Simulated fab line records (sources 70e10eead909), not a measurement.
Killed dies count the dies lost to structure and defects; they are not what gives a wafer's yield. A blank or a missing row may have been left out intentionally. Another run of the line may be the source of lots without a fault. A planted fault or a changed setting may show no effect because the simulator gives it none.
fab line records -- flow nand_harc -- part 1 of 2: steps 1 to 24 of 30
record: lots: 5, wafers: 15, last_day: 23
route steps=1159 shown A_M1@1051 A_BONDPAD@1059
lots that met no fault: taken from a fault-free run of the same line
start_h: hours from the record's first day to the start of the lot's first wafer shown -- wait_h: hours from the lot's prior step to this one -- " as in the row above -- L1.1+2: several wafers, shown together as one row -- - no value, or no start given -- * or withheld: withheld -- < > ~ a bound
route shown NAME@n: a module of which the file shows steps, and the number in the route of the first -- usual: mean/standard deviation taken from wafers without a fault -- same: alike in all rows -- chamber/n: place in a boat -- sites: per-site readings -- _std_site: the values' standard deviation -- _edge_site: the outer-site mean with the inner-site mean subtracted -- radius_mm: how far each site lies from the wafer's centre -- mask NAME#n: copy n -- behind: tool/chamber where the wafer was last shaped -- hold: the reason the lot was held/the length of the hold in hours/how it ended -- device: transistor that didn't switch, given as n, p or np -- end of line: tests of these same wafers at the route's end -- a step without rows: its recipe alone -- killed: count of dies lost to structure and defects at first sort (not the wafer's yield) -- map: per-die view of a wafer (x killed, . not killed, _ where there is no die)
set.NAME: the setting the step ran with; set.NAME@STEP: the setting that earlier step ran with -- model.NAME: the simulator's own value behind a step, which no gauge read
a table for each step, a row for each wafer; lots at some steps of the route
services: when a tool's chamber went out of use (start_h, in hours from the record's first day, below 0 if earlier), for how many hours, and the reason
== steps ==
step: NHARC_A_M1_ANNEAL_31
recipe: temp_c: 225, time_s: 90
usual: anneal_temp_c: 225.04/0.15, wafer_temp_C_max: 226.09/0.28
lot.wafer,tool,chamber,start_h,wait_h,anneal_temp_c,wafer_temp_C_max
L078.1,rtp_anneal-01,0,425.82,0.3,225.02,225.66
L078.2,rtp_anneal-01,0,425.82,0.3,224.89,226.34
L078.5,rtp_anneal-01,0,425.82,0.3,224.99,226.74
L080.1,rtp_anneal-01,0,446.82,-,225.33,225.89
L080.3,rtp_anneal-01,0,446.82,-,224.89,226.02
L080.4,rtp_anneal-01,0,446.82,-,225.11,226.58
L089.2,rtp_anneal-02,0,504.12,0.4,225.15,225.92
L089.3,rtp_anneal-02,0,504.12,0.4,225.41,226.04
L089.6,rtp_anneal-02,0,504.12,0.4,225.11,225.90
L088.2,rtp_anneal-02,0,509.84,0.3,224.88,225.92
L088.5,rtp_anneal-02,0,509.84,0.3,225.12,226.55
L088.6,rtp_anneal-02,0,509.84,0.3,225.12,225.78
L093.3,rtp_anneal-02,0,514.00,0.3,225.22,225.73
L093.4,rtp_anneal-02,0,514.00,0.3,225.22,225.87
L093.5,rtp_anneal-02,0,514.00,0.3,225.33,225.94
step: NHARC_A_M1_CMP_23
recipe: t_overpolish_s: 20, target_thk_nm: 154.34
usual: motor_current_A: 12.1/1.2, retaining_ring_pressure_frac: 1.000/0.0048, slurry_flow_ml_min: 150.0/0.45, time_to_endpoint_s: 28.7/2.8
lot.wafer,tool,chamber,start_h,wait_h,motor_current_A,retaining_ring_pressure_frac,slurry_flow_ml_min,time_to_endpoint_s
L078.2,cmp-01,0,426.17,-,11.4,1.003,149.9,22.2
L078.1,cmp-01,2,426.17,-,9.7,1.006,150.0,26.3
L078.5,cmp-01,0,426.17,-,11.0,1.005,149.8,21.0
L080.3,cmp-04,3,447.16,-,12.8,0.999,150.1,26.6
L080.1,cmp-04,1,447.16,-,12.4,1.000,149.4,26.4
L080.4,cmp-04,2,447.16,-,11.5,0.999,149.0,28.1
L089.2,cmp-01,0,504.41,-,11.7,0.999,149.5,25.3
L089.3,cmp-01,1,504.41,-,13.5,1.005,149.8,25.9
L089.6,cmp-01,0,504.41,-,11.7,1.003,149.9,24.0
L088.2,cmp-01,3,510.19,-,12.6,0.993,150.3,32.7
L088.6,cmp-01,1,510.19,-,13.6,0.999,149.9,31.3
L088.5,cmp-01,2,510.19,-,9.8,0.999,150.0,32.3
L093.4,cmp-02,1,514.42,-,13.3,1.002,150.4,22.2
L093.3,cmp-02,2,514.42,-,12.8,0.997,149.9,25.4
L093.5,cmp-02,1,514.42,-,13.0,0.988,150.2,25.3
step: NHARC_A_M1_THK_MEAS_24
recipe: thk_meas_gauge: xrf
usual: thk_nm: 154.3/1.6
lot.wafer,tool,chamber,start_h,wait_h,thk_nm
L078.1,film_metro-02,-,426.49,-,153.3
L078.2,film_metro-02,-,426.49,-,154.2
L078.5,film_metro-02,-,426.49,-,155.4
L080.1,film_metro-01,-,447.47,-,153.0
L080.3,film_metro-01,-,447.47,-,152.7
L080.4,film_metro-01,-,447.47,-,155.5
L089.2,film_metro-02,-,504.72,-,153.8
L089.3,film_metro-02,-,504.72,-,153.6
L089.6,film_metro-02,-,504.72,-,154.7
L088.2,film_metro-02,-,510.45,-,157.9
L088.5,film_metro-02,-,510.45,-,153.9
L088.6,film_metro-02,-,510.45,-,155.0
L093.3,film_metro-01,-,514.70,-,153.3
L093.4,film_metro-01,-,514.70,-,153.5
L093.5,film_metro-01,-,514.70,-,150.1
step: NHARC_A_M1_SRD_25
lot.wafer,tool,chamber,start_h,wait_h
L078.2+5+1,wet_bench-08,"3,4,5",426.55,0.1
L080.4+3+1,wet_bench-10,"1,2,3",447.53,0.1
L089.3+6+2,wet_bench-08,"0,1,2",504.76,0.0
L088.5+6+2,wet_bench-08,"2,5,7",510.49,0.0
L093.5+4+3,wet_bench-10,"3,6,0",514.74,0.0
step: NHARC_A_M1_INSPECT_27
usual: raw_defect_count: 452/130
lot.wafer,tool,chamber,start_h,wait_h,raw_defect_count
L078.1,defect_inspect-01,-,426.65,0.0,422
L078.2,defect_inspect-01,-,426.65,0.0,444
L078.5,defect_inspect-01,-,426.65,0.0,491
L080.1,defect_inspect-02,-,447.65,0.0,545
L080.3,defect_inspect-02,-,447.65,0.0,445
L080.4,defect_inspect-02,-,447.65,0.0,349
L089.2,defect_inspect-01,-,504.88,0.0,595
L089.3,defect_inspect-01,-,504.88,0.0,675
L089.6,defect_inspect-01,-,504.88,0.0,673
L088.2,defect_inspect-02,-,510.61,0.0,561
L088.5,defect_inspect-02,-,510.61,0.0,477
L088.6,defect_inspect-02,-,510.61,0.0,572
L093.3,defect_inspect-01,-,514.89,0.0,566
L093.4,defect_inspect-01,-,514.89,0.0,535
L093.5,defect_inspect-01,-,514.89,0.0,506
step: NHARC_A_M1_PRE_CLEAN_32
recipe: time_s: 12, temp_c: 370, rf_power_w: 300, gas: NH3
usual: heater_power_w: 666/100
lot.wafer,tool,chamber,start_h,wait_h,heater_power_w
L078.2,pecvd-03,2,426.73,0.1,626
L078.1,pecvd-03,0,426.73,0.1,571
L078.5,pecvd-03,2,426.73,0.1,617
L080.1,pecvd-01,2,447.73,0.1,753
L080.3,pecvd-01,0,447.73,0.1,849
L080.4,pecvd-01,0,447.73,0.1,849
L089.2,pecvd-04,2,504.95,0.1,555
L089.3,pecvd-04,1,504.95,0.1,700
L089.6,pecvd-04,0,504.95,0.1,584
L088.2,pecvd-04,0,510.71,0.1,608
L088.5,pecvd-04,1,510.71,0.1,630
L088.6,pecvd-04,2,510.71,0.1,541
L093.3,pecvd-03,2,514.96,0.1,528
L093.4,pecvd-03,2,514.96,0.1,529
L093.5,pecvd-03,0,514.96,0.1,645
step: NHARC_A_M1_DEP_33
recipe: target_thk_a: 300, temp_c: 370, target_thk_nm: 30, pressure_torr: 3, flow_sccm: 200, rf_w: 450, material: SiCN
usual: heater_power_w: 611/100
lot.wafer,tool,chamber,start_h,wait_h,heater_power_w
L078.2,pecvd-03,2,426.84,0.1,505
L078.1,pecvd-03,0,426.84,0.1,570
L078.5,pecvd-03,2,426.84,0.1,504
L080.1,pecvd-01,2,447.84,0.1,692
L080.3,pecvd-01,0,447.84,0.1,694
L080.4,pecvd-01,0,447.84,0.1,726
L089.2,pecvd-04,2,505.03,0.1,535
L089.3,pecvd-04,1,505.03,0.1,630
L089.6,pecvd-04,0,505.03,0.1,439
L088.2,pecvd-04,0,510.85,0.1,472
L088.5,pecvd-04,1,510.85,0.1,589
L088.6,pecvd-04,2,510.85,0.1,507
L093.3,pecvd-03,2,515.07,0.1,584
L093.4,pecvd-03,2,515.07,0.1,582
L093.5,pecvd-03,0,515.07,0.1,655
step: NHARC_A_BONDPAD_DEP_00
recipe: target_thk_a: 2500, temp_c: 370, target_thk_nm: 250, pressure_torr: 3, flow_sccm: 200, rf_w: 450, material: SiCN
usual: heater_power_w: 556/68
lot.wafer,tool,chamber,start_h,wait_h,heater_power_w
L078.1,pecvd-04,1,427.50,-,647
L078.2,pecvd-04,2,427.50,-,486
L078.5,pecvd-04,1,427.50,-,649
L080.1,pecvd-04,0,448.38,-,451
L080.4,pecvd-04,0,448.38,-,461
L080.3,pecvd-04,2,448.38,-,474
L089.2,pecvd-02,2,505.59,-,544
L089.3,pecvd-02,0,505.59,-,487
L089.6,pecvd-02,2,505.59,-,548
L088.2,pecvd-02,1,511.31,-,566
L088.5,pecvd-02,1,511.31,-,576
L088.6,pecvd-02,2,511.31,-,600
L093.3,pecvd-03,1,-,-,663
L093.5,pecvd-03,1,-,-,670
L093.4,pecvd-03,2,-,-,538
step: NHARC_A_BONDPAD_CMP_29
recipe: target_thk_nm: 200, material: SiCN
usual: motor_current_A: 12.3/1.1, retaining_ring_pressure_frac: 1.000/0.0048, slurry_flow_ml_min: 150.0/0.43
lot.wafer,tool,chamber,start_h,wait_h,motor_current_A,retaining_ring_pressure_frac,slurry_flow_ml_min
L078.1,cmp-03,1,427.86,-,12.2,1.003,149.9
L078.2,cmp-03,3,427.86,-,13.4,0.999,150.3
L078.5,cmp-03,2,427.86,-,12.3,1.005,149.5
L080.4,cmp-04,3,448.92,0.3,13.5,1.002,150.4
L080.3,cmp-04,1,448.92,0.3,12.7,1.001,149.8
L080.1,cmp-04,2,448.92,0.3,11.9,1.012,150.1
L089.3,cmp-01,1,506.02,-,12.7,1.005,150.4
L089.2,cmp-01,2,506.02,-,9.6,0.988,150.2
L089.6,cmp-01,0,506.02,-,11.6,1.008,149.8
L088.2,cmp-03,0,511.74,-,13.1,0.989,150.5
L088.6,cmp-03,3,511.74,-,12.9,0.999,149.9
L088.5,cmp-03,0,511.74,-,13.1,0.993,149.1
L093.3,cmp-04,2,515.99,-,11.4,1.005,149.2
L093.4,cmp-04,0,515.99,-,12.4,0.999,149.4
L093.5,cmp-04,3,515.99,-,13.0,0.998,149.5
step: NHARC_A_BONDPAD_THK_MEAS_30
recipe: thk_meas_gauge: ellipsometry
usual: thk_nm: 200.1/1.5
lot.wafer,tool,chamber,start_h,wait_h,thk_nm
L078.1,film_metro-01,-,428.12,0.2,201.9
L078.2,film_metro-01,-,428.12,0.2,199.9
L078.5,film_metro-01,-,428.12,0.2,200.8
L080.1,film_metro-01,-,449.18,0.2,201.7
L080.3,film_metro-01,-,449.18,0.2,198.6
L080.4,film_metro-01,-,449.18,0.2,200.8
L089.2,film_metro-01,-,506.25,0.2,201.8
L089.3,film_metro-01,-,506.25,0.2,200.2
L089.6,film_metro-01,-,506.25,0.2,200.7
L088.2,film_metro-02,-,511.96,0.2,201.5
L088.5,film_metro-02,-,511.96,0.2,200.2
L088.6,film_metro-02,-,511.96,0.2,202.9
L093.3,film_metro-01,-,516.24,0.2,198.1
L093.4,film_metro-01,-,516.24,0.2,201.2
L093.5,film_metro-01,-,516.24,0.2,198.2
step: NHARC_A_BONDPAD_SRD_31
lot.wafer,tool,chamber,start_h,wait_h
L078.1+5+2,wet_bench-08,"5,6,7",428.17,0.1
L080.3+1+4,wet_bench-10,"7,0,2",449.23,0.0
L089.3+6+2,wet_bench-08,"3,4,7",506.29,0.0
L088.5+6+2,wet_bench-10,"3,4,6",512.01,0.0
L093.5+3+4,wet_bench-10,"6,7,3",516.28,0.0
step: NHARC_A_BONDPAD_DEHYDRATE_01
recipe: temp_c: 150, time_s: 120
usual: chill_plate_temp_C: 23.00/0.12, exhaust_pa: 44.9/0.99, heater_power_total_W: 182.5/1.3
lot.wafer,tool,chamber,start_h,wait_h,chill_plate_temp_C,exhaust_pa,heater_power_total_W
L078.1,litho_track-07,0,428.24,0.1,23.20,47.1,182.0
L078.2,litho_track-07,0,428.24,0.1,23.08,46.4,183.5
L078.5,litho_track-07,0,428.24,0.1,23.13,45.7,182.6
L080.1,litho_track-05,0,449.33,0.1,22.89,43.5,183.9
L080.3,litho_track-05,0,449.33,0.1,23.11,43.5,183.9
L080.4,litho_track-05,0,449.33,0.1,23.05,43.0,181.3
L089.2,litho_track-02,0,506.37,0.1,22.89,44.3,184.6
L089.3,litho_track-02,0,506.37,0.1,23.03,45.1,181.3
L089.6,litho_track-02,0,506.37,0.1,22.94,44.9,181.1
L088.2,litho_track-05,0,512.12,0.1,22.95,44.7,184.8
L088.5,litho_track-05,0,512.12,0.1,23.08,44.0,180.5
L088.6,litho_track-05,0,512.12,0.1,23.03,42.9,181.1
L093.3,litho_track-07,0,516.39,0.1,22.93,43.9,181.3
L093.4,litho_track-07,0,516.39,0.1,22.94,44.0,183.0
L093.5,litho_track-07,0,516.39,0.1,22.94,45.0,181.2
step: NHARC_A_BONDPAD_HMDS_02
recipe: time_s: 30
usual: chill_plate_temp_C: 22.98/0.1, exhaust_pa: 45.0/0.93
lot.wafer,tool,chamber,start_h,wait_h,chill_plate_temp_C,exhaust_pa
L078.1,litho_track-07,0,-,-,23.03,44.3
L078.2,litho_track-07,0,-,-,22.97,45.5
L078.5,litho_track-07,0,-,-,23.06,45.0
L080.1,litho_track-05,0,-,-,23.05,43.8
L080.3,litho_track-05,0,-,-,22.97,44.1
L080.4,litho_track-05,0,-,-,22.94,45.1
L089.2,litho_track-02,0,-,-,22.87,45.1
L089.3,litho_track-02,0,-,-,22.94,45.4
L089.6,litho_track-02,0,-,-,22.87,45.6
L088.2,litho_track-05,0,-,-,22.96,45.2
L088.5,litho_track-05,0,-,-,23.12,45.4
L088.6,litho_track-05,0,-,-,23.04,44.4
L093.3,litho_track-07,0,-,-,22.79,44.8
L093.4,litho_track-07,0,-,-,22.93,44.7
L093.5,litho_track-07,0,-,-,22.80,45.2
step: NHARC_A_BONDPAD_COAT_33
recipe: temp_c: 200, time_s: 65
usual: chill_plate_temp_C: 22.99/0.11, exhaust_pa: 45.1/0.91, heater_power_total_W: 386.1/1.3
lot.wafer,tool,chamber,start_h,wait_h,chill_plate_temp_C,exhaust_pa,heater_power_total_W
L078.1,litho_track-07,0,-,-,22.99,43.1,384.5
L078.2,litho_track-07,0,-,-,23.04,43.9,384.3
L078.5,litho_track-07,0,-,-,23.05,42.7,384.9
L080.1,litho_track-05,0,-,-,23.04,44.4,387.2
L080.3,litho_track-05,0,-,-,23.00,42.9,387.6
L080.4,litho_track-05,0,-,-,23.07,43.4,388.1
L089.2,litho_track-02,0,-,-,22.89,46.1,386.6
L089.3,litho_track-02,0,-,-,22.96,45.8,386.3
L089.6,litho_track-02,0,-,-,22.90,45.3,386.8
L088.2,litho_track-05,0,-,-,22.91,43.7,387.4
L088.5,litho_track-05,0,-,-,22.81,45.0,384.3
L088.6,litho_track-05,0,-,-,22.80,46.0,387.7
L093.3,litho_track-07,0,-,-,22.92,43.3,384.2
L093.4,litho_track-07,0,-,-,23.10,45.8,388.0
L093.5,litho_track-07,0,-,-,22.94,45.1,385.1
step: NHARC_A_BONDPAD_COAT_03
recipe: spin_rpm: 2000, resist_thk_nm: 600
usual: chill_plate_temp_C: 23.01/0.11, exhaust_pa: 45.3/0.89
lot.wafer,tool,chamber,start_h,wait_h,chill_plate_temp_C,exhaust_pa
L078.1,litho_track-07,0,-,-,22.98,44.5
L078.2,litho_track-07,0,-,-,22.91,46.7
L078.5,litho_track-07,0,-,-,23.02,45.4
L080.1,litho_track-05,0,-,-,22.89,46.7
L080.3,litho_track-05,0,-,-,22.99,45.3
L080.4,litho_track-05,0,-,-,23.00,45.3
L089.2,litho_track-02,0,-,-,23.02,45.0
L089.3,litho_track-02,0,-,-,23.07,46.2
L089.6,litho_track-02,0,-,-,22.96,43.8
L088.2,litho_track-05,0,-,-,23.19,46.0
L088.5,litho_track-05,0,-,-,23.07,46.1
L088.6,litho_track-05,0,-,-,23.25,45.1
L093.3,litho_track-07,0,-,-,22.97,46.4
L093.4,litho_track-07,0,-,-,22.97,45.5
L093.5,litho_track-07,0,-,-,23.03,44.8
step: NHARC_A_BONDPAD_SOFTBAKE_04
recipe: temp_c: 125, time_s: 70
usual: chill_plate_temp_C: 22.99/0.1, exhaust_pa: 44.7/0.88, heater_power_total_W: 201.0/1.3
lot.wafer,tool,chamber,start_h,wait_h,chill_plate_temp_C,exhaust_pa,heater_power_total_W
L078.1,litho_track-07,0,-,-,22.66,44.3,202.5
L078.2,litho_track-07,0,-,-,22.88,43.7,202.6
L078.5,litho_track-07,0,-,-,22.91,45.7,201.1
L080.1,litho_track-05,0,-,-,22.79,44.0,198.8
L080.3,litho_track-05,0,-,-,22.99,44.7,198.8
L080.4,litho_track-05,0,-,-,23.00,45.3,202.6
L089.2,litho_track-02,0,-,-,23.05,43.9,202.4
L089.3,litho_track-02,0,-,-,23.07,44.5,202.1
L089.6,litho_track-02,0,-,-,23.00,43.5,200.3
L088.2,litho_track-05,0,-,-,23.04,44.1,202.5
L088.5,litho_track-05,0,-,-,23.07,45.2,201.3
L088.6,litho_track-05,0,-,-,23.08,44.0,198.9
L093.3,litho_track-07,0,-,-,22.94,42.9,199.6
L093.4,litho_track-07,0,-,-,22.98,43.9,201.4
L093.5,litho_track-07,0,-,-,22.98,45.0,198.9
step: NHARC_A_BONDPAD_EBR_05
usual: chill_plate_temp_C: 23.00/0.1, exhaust_pa: 44.9/0.8
lot.wafer,tool,chamber,start_h,wait_h,chill_plate_temp_C,exhaust_pa
L078.1,litho_track-07,0,-,-,23.07,43.5
L078.2,litho_track-07,0,-,-,22.74,45.4
L078.5,litho_track-07,0,-,-,22.95,44.1
L080.1,litho_track-05,0,-,-,23.13,44.4
L080.3,litho_track-05,0,-,-,22.98,44.6
L080.4,litho_track-05,0,-,-,23.15,42.6
L089.2,litho_track-02,0,-,-,23.19,45.5
L089.3,litho_track-02,0,-,-,23.19,44.9
L089.6,litho_track-02,0,-,-,23.06,44.2
L088.2,litho_track-05,0,-,-,22.93,44.5
L088.5,litho_track-05,0,-,-,23.04,45.2
L088.6,litho_track-05,0,-,-,22.92,46.0
L093.3,litho_track-07,0,-,-,22.99,45.1
L093.4,litho_track-07,0,-,-,22.88,45.5
L093.5,litho_track-07,0,-,-,22.90,44.7
step: NHARC_A_BONDPAD_EXPOSE_06
recipe: na: 0.55, dose_mj: 36.99, mask_id: A_BPAD
lot.wafer,tool,chamber,start_h,wait_h,mask
L078.1+2+5,krf_scanner-02,0,428.53,-,A_BPAD#0
L080.1+3+4,krf_scanner-02,0,449.49,-,A_BPAD#0
L089.2+3+6,krf_scanner-02,0,506.67,-,A_BPAD#0
L088.2+5+6,krf_scanner-02,0,512.42,-,A_BPAD#0
L093.3+4+5,krf_scanner-04,0,516.69,-,A_BPAD#0
step: NHARC_A_BONDPAD_PEB_07
recipe: peb_temp_c: 128, peb_time_s: 80
usual: chill_plate_temp_C: 22.99/0.11, exhaust_pa: 44.8/0.81, heater_power_total_W: 189.7/0.78
lot.wafer,tool,chamber,start_h,wait_h,chill_plate_temp_C,exhaust_pa,heater_power_total_W
L078.1,litho_track-07,0,428.60,0.1,23.05,46.4,190.6
L078.2,litho_track-07,0,428.60,0.1,22.96,45.7,190.7
L078.5,litho_track-07,0,428.60,0.1,23.08,45.4,190.5
L080.1,litho_track-02,0,449.56,0.1,23.06,44.4,190.0
L080.3,litho_track-02,0,449.56,0.1,23.26,44.2,189.7
L080.4,litho_track-02,0,449.56,0.1,22.77,43.7,190.7
L089.2,litho_track-07,0,506.73,0.1,22.99,45.4,190.4
L089.3,litho_track-07,0,506.73,0.1,22.97,46.3,189.8
L089.6,litho_track-07,0,506.73,0.1,23.05,45.3,190.9
L088.2,litho_track-05,0,512.48,0.1,23.03,44.9,189.2
L088.5,litho_track-05,0,512.48,0.1,22.94,45.1,190.6
L088.6,litho_track-05,0,512.48,0.1,22.92,44.8,189.1
L093.3,litho_track-07,0,516.75,0.1,23.05,43.4,188.6
L093.4,litho_track-07,0,516.75,0.1,22.97,45.0,189.1
L093.5,litho_track-07,0,516.75,0.1,22.99,45.0,188.5
step: NHARC_A_BONDPAD_DEVELOP_08
recipe: time_s: 50, dev_temp_c: 22
usual: chill_plate_temp_C: 22.97/0.094, exhaust_pa: 45.1/0.77
lot.wafer,tool,chamber,start_h,wait_h,chill_plate_temp_C,exhaust_pa
L078.1,litho_track-07,0,-,-,22.88,43.4
L078.2,litho_track-07,0,-,-,22.93,45.1
L078.5,litho_track-07,0,-,-,22.93,45.9
L080.1,litho_track-02,0,-,-,23.13,43.4
L080.3,litho_track-02,0,-,-,23.06,45.1
L080.4,litho_track-02,0,-,-,22.98,45.4
L089.2,litho_track-07,0,-,-,22.99,46.4
L089.3,litho_track-07,0,-,-,22.95,45.1
L089.6,litho_track-07,0,-,-,23.06,45.0
L088.2,litho_track-05,0,-,-,22.97,44.7
L088.5,litho_track-05,0,-,-,22.82,43.7
L088.6,litho_track-05,0,-,-,22.91,44.1
L093.3,litho_track-07,0,-,-,23.10,45.5
L093.4,litho_track-07,0,-,-,22.98,44.2
L093.5,litho_track-07,0,-,-,22.80,45.4
step: NHARC_A_BONDPAD_CD_MEAS_09
recipe: target_cd_nm: 500, landing_energy_ev: 500
usual: cd_nm: 500.1/2.5
lot.wafer,tool,chamber,start_h,wait_h,cd_nm
L078.1,cd_sem-01,0,428.68,-,499.1
L078.2,cd_sem-01,0,428.68,-,501.9
L078.5,cd_sem-01,0,428.68,-,501.9
L080.1,cd_sem-01,0,449.64,-,499.6
L080.3,cd_sem-01,0,449.64,-,501.2
L080.4,cd_sem-01,0,449.64,-,503.7
L089.2,cd_sem-02,0,506.82,-,499.9
L089.3,cd_sem-02,0,506.82,-,504.4
L089.6,cd_sem-02,0,506.82,-,501.8
L088.2,cd_sem-01,0,512.57,-,498.0
L088.5,cd_sem-01,0,512.57,-,502.0
L088.6,cd_sem-01,0,512.57,-,496.4
L093.3,cd_sem-03,0,516.85,-,502.4
L093.4,cd_sem-03,0,516.85,-,503.3
L093.5,cd_sem-03,0,516.85,-,501.6
step: NHARC_A_BONDPAD_OVL_MEAS_35
usual: overlay_x_nm: 1/6.4, overlay_y_nm: 0/6.5
lot.wafer,tool,chamber,start_h,wait_h,overlay_x_nm,overlay_y_nm
L078.1,overlay-02,-,428.77,-,3,-1
L078.2,overlay-02,-,428.77,-,4,-1
L078.5,overlay-02,-,428.77,-,3,-1
L080.1,overlay-02,-,449.73,-,-2,-19
L080.3,overlay-02,-,449.73,-,-1,-19
L080.4,overlay-02,-,449.73,-,-2,-19
L089.2,overlay-02,-,506.90,-,-4,2
L089.3,overlay-02,-,506.90,-,-4,2
L089.6,overlay-02,-,506.90,-,-4,2
L088.2,overlay-02,-,512.66,-,6,5
L088.5,overlay-02,-,512.66,-,6,5
L088.6,overlay-02,-,512.66,-,6,5
L093.3,overlay-01,-,516.94,-,6,-9
L093.4,overlay-01,-,516.94,-,6,-9
L093.5,overlay-01,-,516.94,-,6,-9
step: NHARC_A_BONDPAD_HARDBAKE_10
recipe: temp_c: 118, time_s: 65
usual: chill_plate_temp_C: 22.98/0.11, exhaust_pa: 45.0/0.84, heater_power_total_W: 195.7/0.35
lot.wafer,tool,chamber,start_h,wait_h,chill_plate_temp_C,exhaust_pa,heater_power_total_W
L078.1,litho_track-07,0,428.82,0.0,23.04,44.2,196.1
L078.2,litho_track-07,0,428.82,0.0,22.87,45.1,196.1
L078.5,litho_track-07,0,428.82,0.0,22.87,45.2,196.1
L080.1,litho_track-02,0,449.78,0.0,23.08,45.4,195.6
L080.3,litho_track-02,0,449.78,0.0,23.00,45.2,195.9
L080.4,litho_track-02,0,449.78,0.0,22.84,43.9,196.1
L089.2,litho_track-05,0,506.95,0.0,23.20,46.2,196.0
L089.3,litho_track-05,0,506.95,0.0,22.99,45.8,195.5
L089.6,litho_track-05,0,506.95,0.0,23.02,44.5,196.0
L088.2,litho_track-07,0,512.70,0.0,23.14,44.8,195.9
L088.5,litho_track-07,0,512.70,0.0,23.04,45.1,196.1
L088.6,litho_track-07,0,512.70,0.0,23.12,45.3,195.8
L093.3,litho_track-07,0,517.00,0.1,22.86,43.6,195.6
L093.4,litho_track-07,0,517.00,0.1,22.77,44.0,195.7
L093.5,litho_track-07,0,517.00,0.1,22.90,43.6,196.1
step: NHARC_A_BONDPAD_DESCUM_11
recipe: time_s: 3, o2_flow_sccm: 200, ar_flow_sccm: 0, bias_power_w: 0, chemistry: O2
usual: drypump_motor_current_A: 5.7/0.44, oes_product_au: 0.997/0.016, rf_vpp_V: 57.5/0.88, showerhead_plenum_p_Torr: 1.89/0.059, throttle_valve_pct: 11.310/0.0097
lot.wafer,tool,chamber,start_h,wait_h,drypump_motor_current_A,oes_product_au,rf_hours_counter_h,rf_vpp_V,showerhead_plenum_p_Torr,throttle_valve_pct
L078.1,rie_diel-09,2,428.89,-,6.2,1.009,6,57.2,1.95,11.308
L078.2,rie_diel-09,0,428.89,-,6.2,0.986,6,57.2,1.84,11.310
L078.5,rie_diel-09,3,428.89,-,5.1,1.001,-,57.9,1.89,11.310
L080.1,rie_diel-03,3,449.86,-,5.8,0.966,11,57.1,1.81,11.314
L080.3,rie_diel-03,0,449.86,-,5.1,0.997,11,57.0,1.86,11.306
L080.4,rie_diel-03,1,449.86,-,5.4,0.993,11,58.4,1.95,11.331
L089.2,rie_diel-04,2,507.04,-,5.4,0.997,14,56.5,1.85,11.325
L089.3,rie_diel-04,3,507.04,-,5.6,0.971,14,57.3,1.91,11.299
L089.6,rie_diel-04,0,507.04,-,5.0,1.001,-,58.4,1.99,11.319
L088.2,rie_diel-09,2,512.80,-,6.2,1.022,3,57.6,1.95,11.313
L088.5,rie_diel-09,0,512.80,-,6.2,1.011,-,56.0,1.84,11.311
L088.6,rie_diel-09,1,512.80,-,6.1,0.989,-,57.2,1.94,11.316
L093.3,rie_diel-04,2,517.08,-,5.4,0.989,17,57.2,1.85,11.321
L093.4,rie_diel-04,3,517.08,-,5.6,0.984,16,57.8,1.91,11.328
L093.5,rie_diel-04,0,517.08,-,5.0,1.008,-,55.7,1.99,11.306
